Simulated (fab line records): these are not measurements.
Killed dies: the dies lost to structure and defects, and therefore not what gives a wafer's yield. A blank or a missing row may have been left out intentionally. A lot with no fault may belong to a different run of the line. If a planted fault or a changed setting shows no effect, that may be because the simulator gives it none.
What tool caused it? / flow n5Finfet / Sampling: 11 lots, 32 wafers, 5 of 1938 route steps

WHAT THE GAUGES SHOWED, per wafer
Not one reading of a measure or inspect step in the record can be checked against a usual standard deviation.

EACH LOT AND THE TOOL THAT RAN IT (in order: tool; ch and the chambers of the sampled wafers; start)
lot=L758; N5_SD_EPI_P_ETCH_47=rieDiel-01 ch 2,3, day 3 18:17; N5_SD_EPI_P_STRIP_40=plasmaAsher-01 ch 0,1, day 3 18:36; N5_ILD0_ALD_15=aldSin-01 ch 1,3, day 4 03:13; N5_ILD0_CMP_12=cmp-03 ch 2,3, day 4 05:27; N5_PASSIVATION_PROBE_49=-
lot=L759; N5_SD_EPI_P_ETCH_47=rieDiel-05 ch 1,2,3, day 4 00:25; N5_SD_EPI_P_STRIP_40=plasmaAsher-02 ch 0,1, day 4 00:46; N5_ILD0_ALD_15=aldSin-03 ch 0,1,2, day 4 08:23; N5_ILD0_CMP_12=cmp-02 ch 1,2,3, day 4 10:37; N5_PASSIVATION_PROBE_49=-
lot=L760; N5_SD_EPI_P_ETCH_47=rieDiel-04 ch 1,3, day 4 05:52; N5_SD_EPI_P_STRIP_40=plasmaAsher-01 ch 0,1, day 4 06:11; N5_ILD0_ALD_15=aldSin-02 ch 1,3, day 4 13:47; N5_ILD0_CMP_12=cmp-03 ch 1,3, day 4 16:01; N5_PASSIVATION_PROBE_49=-
lot=L764; N5_SD_EPI_P_ETCH_47=rieDiel-04 ch 1,2, day 5 04:52; N5_SD_EPI_P_STRIP_40=plasmaAsher-01 ch 0, day 5 05:12; N5_ILD0_ALD_15=aldSin-03 ch 0,1, day 5 12:49; N5_ILD0_CMP_12=cmp-03 ch 2,3, day 5 15:08; N5_PASSIVATION_PROBE_49=-
lot=L766; N5_SD_EPI_P_ETCH_47=rieDiel-04 ch 0,1,3, day 5 20:59; N5_SD_EPI_P_STRIP_40=plasmaAsher-02 ch 0,1, day 5 21:18; N5_ILD0_ALD_15=aldSin-03 ch 1,2,3, day 6 04:41; N5_ILD0_CMP_12=cmp-03 ch 1,2, day 6 06:53; N5_PASSIVATION_PROBE_49=prober-01, day 15 03:04
lot=L771; N5_SD_EPI_P_ETCH_47=rieDiel-04 ch 1,2, day 7 01:14; N5_SD_EPI_P_STRIP_40=plasmaAsher-02 ch 0,1, day 7 01:34; N5_ILD0_ALD_15=aldSin-03 ch 2,3, day 7 08:58; N5_ILD0_CMP_12=cmp-02 ch 0,1,3, day 7 11:12; N5_PASSIVATION_PROBE_49=prober-01, day 16 13:43
lot=L774; N5_SD_EPI_P_ETCH_47=rieDiel-04 ch 0,2,3, day 7 16:52; N5_SD_EPI_P_STRIP_40=plasmaAsher-01 ch 0,1, day 7 17:11; N5_ILD0_ALD_15=aldSin-01 ch 0,3, day 8 00:42; N5_ILD0_CMP_12=cmp-04 ch 0,2, day 8 02:54; N5_PASSIVATION_PROBE_49=-
lot=L775; N5_SD_EPI_P_ETCH_47=rieDiel-04 ch 0,2, day 8 00:20; N5_SD_EPI_P_STRIP_40=plasmaAsher-01 ch 0,1, day 8 00:39; N5_ILD0_ALD_15=aldSin-02 ch 0,1,3, day 8 09:10; N5_ILD0_CMP_12=cmp-02 ch 1,3, day 8 11:24; N5_PASSIVATION_PROBE_49=-
lot=L776; N5_SD_EPI_P_ETCH_47=rieDiel-05 ch 1,2,3, day 8 04:04; N5_SD_EPI_P_STRIP_40=plasmaAsher-02 ch 0,1, day 8 04:23; N5_ILD0_ALD_15=aldSin-02 ch 0,2,3, day 8 11:58; N5_ILD0_CMP_12=cmp-04 ch 1,2,3, day 8 14:10; N5_PASSIVATION_PROBE_49=prober-01, day 17 09:10
lot=L778; N5_SD_EPI_P_ETCH_47=rieDiel-05 ch 0,1, day 8 17:57; N5_SD_EPI_P_STRIP_40=plasmaAsher-01 ch 0,1, day 8 18:16; N5_ILD0_ALD_15=aldSin-01 ch 0,1,3, day 9 02:17; N5_ILD0_CMP_12=cmp-04 ch 0,3, day 9 04:31; N5_PASSIVATION_PROBE_49=-
lot=L779; N5_SD_EPI_P_ETCH_47=rieDiel-01 ch 1,3, day 9 00:44; N5_SD_EPI_P_STRIP_40=plasmaAsher-01 ch 0,1, day 9 01:04; N5_ILD0_ALD_15=aldSin-02 ch 1,2, day 9 08:50; N5_ILD0_CMP_12=cmp-04 ch 0,1,2, day 9 11:05; N5_PASSIVATION_PROBE_49=-
- N5_SD_EPI_P_ETCH_47: etches SiOCN in CH3F/O2, target depth 25 nm.
- N5_SD_EPI_P_STRIP_40: strips in N2/H2.
- N5_ILD0_ALD_15: deposits SiNx, target thk 24 nm, pulse time 1 s, ald cycles 480.
- N5_ILD0_CMP_12: polishes SiNx, stops on poly-Si, t overpolish 6 s, target thk 17.67 nm.
- N5_PASSIVATION_PROBE_49

WHAT THE TOOLS THEMSELVES READ (means of the sampled wafers that have a number; where no wafer has one, the mark that the record gives instead)
N5_SD_EPI_P_ETCH_47. Usual: drypumpMotorCurrentA 5.8 A, standard deviation 0.41; oesProductAu 0.79 a.u., standard deviation 0.079; rfVppV 126.6 V, standard deviation 2.5; showerheadPlenumPTorr 2.00 Torr, standard deviation 0.071; throttleValvePct 16.29 %, standard deviation 0.15.
lot=L758; tool=rieDiel-01; drypumpMotorCurrentA (A)=5.7; oesProductAu (a.u.)=0.82; rfVppV (V)=126.4; showerheadPlenumPTorr (Torr)=2.01; throttleValvePct (%)=16.27; flag=
lot=L759; tool=rieDiel-05; drypumpMotorCurrentA (A)=5.9; oesProductAu (a.u.)=0.80; rfVppV (V)=127.9; showerheadPlenumPTorr (Torr)=2.01; throttleValvePct (%)=16.35; flag=
lot=L760; tool=rieDiel-04; drypumpMotorCurrentA (A)=5.8; oesProductAu (a.u.)=0.78; rfVppV (V)=127.3; showerheadPlenumPTorr (Torr)=1.97; throttleValvePct (%)=16.36; flag=
lot=L764; tool=rieDiel-04; drypumpMotorCurrentA (A)=5.7; oesProductAu (a.u.)=0.79; rfVppV (V)=127.3; showerheadPlenumPTorr (Torr)=2.00; throttleValvePct (%)=16.31; flag=
lot=L766; tool=rieDiel-04; drypumpMotorCurrentA (A)=5.5; oesProductAu (a.u.)=0.79; rfVppV (V)=126.2; showerheadPlenumPTorr (Torr)=2.01; throttleValvePct (%)=16.30; flag=
lot=L771; tool=rieDiel-04; drypumpMotorCurrentA (A)=5.7; oesProductAu (a.u.)=0.95; rfVppV (V)=129.7; showerheadPlenumPTorr (Torr)=2.13; throttleValvePct (%)=16.05; flag=
lot=L774; tool=rieDiel-04; drypumpMotorCurrentA (A)=5.5; oesProductAu (a.u.)=0.79; rfVppV (V)=125.9; showerheadPlenumPTorr (Torr)=2.01; throttleValvePct (%)=16.23; flag=
lot=L775; tool=rieDiel-04; drypumpMotorCurrentA (A)=5.4; oesProductAu (a.u.)=0.87; rfVppV (V)=127.5; showerheadPlenumPTorr (Torr)=2.09; throttleValvePct (%)=16.06; flag=
lot=L776; tool=rieDiel-05; drypumpMotorCurrentA (A)=5.9; oesProductAu (a.u.)=0.77; rfVppV (V)=127.3; showerheadPlenumPTorr (Torr)=2.00; throttleValvePct (%)=16.41; flag=
lot=L778; tool=rieDiel-05; drypumpMotorCurrentA (A)=6.0; oesProductAu (a.u.)=0.89; rfVppV (V)=128.9; showerheadPlenumPTorr (Torr)=2.01; throttleValvePct (%)=16.26; flag=
lot=L779; tool=rieDiel-01; drypumpMotorCurrentA (A)=6.2; oesProductAu (a.u.)=0.80; rfVppV (V)=124.6; showerheadPlenumPTorr (Torr)=1.97; throttleValvePct (%)=16.13; flag=

N5_SD_EPI_P_STRIP_40. Usual: drypumpMotorCurrentA 5.8 A, standard deviation 0.52; heaterPowerW 351 W, standard deviation 9.4; oesProductAu 0.761 a.u., standard deviation 0.011.
lot=L758; tool=plasmaAsher-01; drypumpMotorCurrentA (A)=6.3; heaterPowerW (W)=346; oesProductAu (a.u.)=0.777; flag=
lot=L759; tool=plasmaAsher-02; drypumpMotorCurrentA (A)=5.2; heaterPowerW (W)=356; oesProductAu (a.u.)=0.752; flag=
lot=L760; tool=plasmaAsher-01; drypumpMotorCurrentA (A)=6.1; heaterPowerW (W)=346; oesProductAu (a.u.)=0.771; flag=
lot=L764; tool=plasmaAsher-01; drypumpMotorCurrentA (A)=6.5; heaterPowerW (W)=344; oesProductAu (a.u.)=0.754; flag=
lot=L766; tool=plasmaAsher-02; drypumpMotorCurrentA (A)=5.2; heaterPowerW (W)=352; oesProductAu (a.u.)=0.759; flag=
lot=L771; tool=plasmaAsher-02; drypumpMotorCurrentA (A)=5.2; heaterPowerW (W)=360; oesProductAu (a.u.)=0.758; flag=
lot=L774; tool=plasmaAsher-01; drypumpMotorCurrentA (A)=6.2; heaterPowerW (W)=351; oesProductAu (a.u.)=0.757; flag=
lot=L775; tool=plasmaAsher-01; drypumpMotorCurrentA (A)=6.1; heaterPowerW (W)=345; oesProductAu (a.u.)=0.759; flag=
lot=L776; tool=plasmaAsher-02; drypumpMotorCurrentA (A)=5.2; heaterPowerW (W)=355; oesProductAu (a.u.)=0.759; flag=
lot=L778; tool=plasmaAsher-01; drypumpMotorCurrentA (A)=6.2; heaterPowerW (W)=346; oesProductAu (a.u.)=0.753; flag=
lot=L779; tool=plasmaAsher-01; drypumpMotorCurrentA (A)=6.1; heaterPowerW (W)=346; oesProductAu (a.u.)=0.759; flag=

N5_ILD0_ALD_15. Usual: heaterPowerW 821 W, standard deviation 120; precursorPulseHeightRel 0.998, standard deviation 0.021.
lot=L758; tool=aldSin-01; heaterPowerW (W)=917; precursorPulseHeightRel=1.002; flag=
lot=L759; tool=aldSin-03; heaterPowerW (W)=759; precursorPulseHeightRel=0.981; flag=
lot=L760; tool=aldSin-02; heaterPowerW (W)=851; precursorPulseHeightRel=0.990; flag=
lot=L764; tool=aldSin-03; heaterPowerW (W)=800; precursorPulseHeightRel=1.008; flag=
lot=L766; tool=aldSin-03; heaterPowerW (W)=703; precursorPulseHeightRel=0.998; flag=
lot=L771; tool=aldSin-03; heaterPowerW (W)=733; precursorPulseHeightRel=0.999; flag=
lot=L774; tool=aldSin-01; heaterPowerW (W)=827; precursorPulseHeightRel=0.989; flag=
lot=L775; tool=aldSin-02; heaterPowerW (W)=912; precursorPulseHeightRel=0.975; flag=
lot=L776; tool=aldSin-02; heaterPowerW (W)=922; precursorPulseHeightRel=1.001; flag=
lot=L778; tool=aldSin-01; heaterPowerW (W)=852; precursorPulseHeightRel=1.005; flag=
lot=L779; tool=aldSin-02; heaterPowerW (W)=863; precursorPulseHeightRel=1.006; flag=

N5_ILD0_CMP_12. Usual: motorCurrentA 9.1 A, standard deviation 1; overpolishRunS 6.000 s, standard deviation 0.0092; slurryFilterDpKPa 13.50 kPa, standard deviation 0.15; timeToEndpointS 29.0 s, standard deviation 2.6.
lot=L758; tool=cmp-03; motorCurrentA (A)=10.3; overpolishRunS (s)=5.995; slurryFilterDpKPa (kPa)=13.55; timeToEndpointS (s)=27.2; flag=
lot=L759; tool=cmp-02; motorCurrentA (A)=8.9; overpolishRunS (s)=6.001; slurryFilterDpKPa (kPa)=13.54; timeToEndpointS (s)=30.7; flag=
lot=L760; tool=cmp-03; motorCurrentA (A)=10.8; overpolishRunS (s)=5.994; slurryFilterDpKPa (kPa)=13.42; timeToEndpointS (s)=31.7; flag=
lot=L764; tool=cmp-03; motorCurrentA (A)=10.7; overpolishRunS (s)=6.000; slurryFilterDpKPa (kPa)=13.52; timeToEndpointS (s)=21.1; flag=OFF
lot=L766; tool=cmp-03; motorCurrentA (A)=10.2; overpolishRunS (s)=6.001; slurryFilterDpKPa (kPa)=13.53; timeToEndpointS (s)=17.2; flag=OFF
lot=L771; tool=cmp-02; motorCurrentA (A)=8.5; overpolishRunS (s)=6.003; slurryFilterDpKPa (kPa)=13.42; timeToEndpointS (s)=30.1; flag=
lot=L774; tool=cmp-04; motorCurrentA (A)=8.3; overpolishRunS (s)=6.006; slurryFilterDpKPa (kPa)=13.46; timeToEndpointS (s)=30.4; flag=
lot=L775; tool=cmp-02; motorCurrentA (A)=8.3; overpolishRunS (s)=6.003; slurryFilterDpKPa (kPa)=13.56; timeToEndpointS (s)=31.6; flag=
lot=L776; tool=cmp-04; motorCurrentA (A)=7.9; overpolishRunS (s)=5.998; slurryFilterDpKPa (kPa)=13.54; timeToEndpointS (s)=28.0; flag=
lot=L778; tool=cmp-04; motorCurrentA (A)=7.8; overpolishRunS (s)=5.997; slurryFilterDpKPa (kPa)=13.54; timeToEndpointS (s)=28.9; flag=
lot=L779; tool=cmp-04; motorCurrentA (A)=8.8; overpolishRunS (s)=6.001; slurryFilterDpKPa (kPa)=13.40; timeToEndpointS (s)=26.8; flag=

N5_PASSIVATION_PROBE_49. Usual: killed_at_M0_to_M3 34, standard deviation 12; killed_at_M4_up 12, standard deviation 4.9; killedAtContacts 13, standard deviation 7.2; killedAtFrontEnd 39, standard deviation 12; killedAtOther 3.7, standard deviation 2.9; killedDies 101, standard deviation 18; killedOnRim 13, standard deviation 4; killedOpen 67, standard deviation 14; killedShort 33, standard deviation 7.2.
lot=L766 tool=prober-01 killed_at_M0_to_M3=33 killed_at_M4_up=11 killedAtContacts=13 killedAtFrontEnd=62 killedAtOther=5.3 killedDies=125 killedOnRim=18 killedOpen=78 killedShort=44 flag=
lot=L771 tool=prober-01 killed_at_M0_to_M3=33 killed_at_M4_up=13 killedAtContacts=10 killedAtFrontEnd=43 killedAtOther=3.3 killedDies=102 killedOnRim=12 killedOpen=63 killedShort=40 flag=
lot=L776 tool=prober-01 killed_at_M0_to_M3=31 killed_at_M4_up=11 killedAtContacts=8 killedAtFrontEnd=41 killedAtOther=2.3 killedDies=94 killedOnRim=12 killedOpen=59 killedShort=35 flag=

THE ANSWER, worked out from the rows above alone
Rule: a lot counts as off when the mean over its wafers that have a number is more than 3 standard deviations away from the usual mean. Also off: a lot with no number at a reading for which 4 or more lots have one. Where the step has rows for the other lots, those lots are counted as sound. After the gauges, taken in route order, come the tools' own readings; for these a lot's mean is taken, as printed above. The first step at which some lot is off is used, and at that step the reading that is off furthest; a lot without a number counts as furthest.
Off, at N5_ILD0_CMP_12 on timeToEndpointS: L764, L766.
A tool fits if, at that step or a process step before it, it ran every lot that is off, and no sound lot after the first of them. One fits: N5_ILD0_CMP_12 on cmp-03. A fault onset in the window from L760 (day 4 16:01, its last sound lot) to L764 (day 5 15:08, its first lot off) fits.
On the lots that are off, the tool's own readings at N5_ILD0_CMP_12 differ by more than 5 times the standard deviation of the sound lots' means, which bears it out; timeToEndpointS reads 19.1 s there versus 29.5 s on the sound lots.

WHAT THE SIMULATOR PUT IN
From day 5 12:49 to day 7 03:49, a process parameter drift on cmp-03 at N5_ILD0_CMP_12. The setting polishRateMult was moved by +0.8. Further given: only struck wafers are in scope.
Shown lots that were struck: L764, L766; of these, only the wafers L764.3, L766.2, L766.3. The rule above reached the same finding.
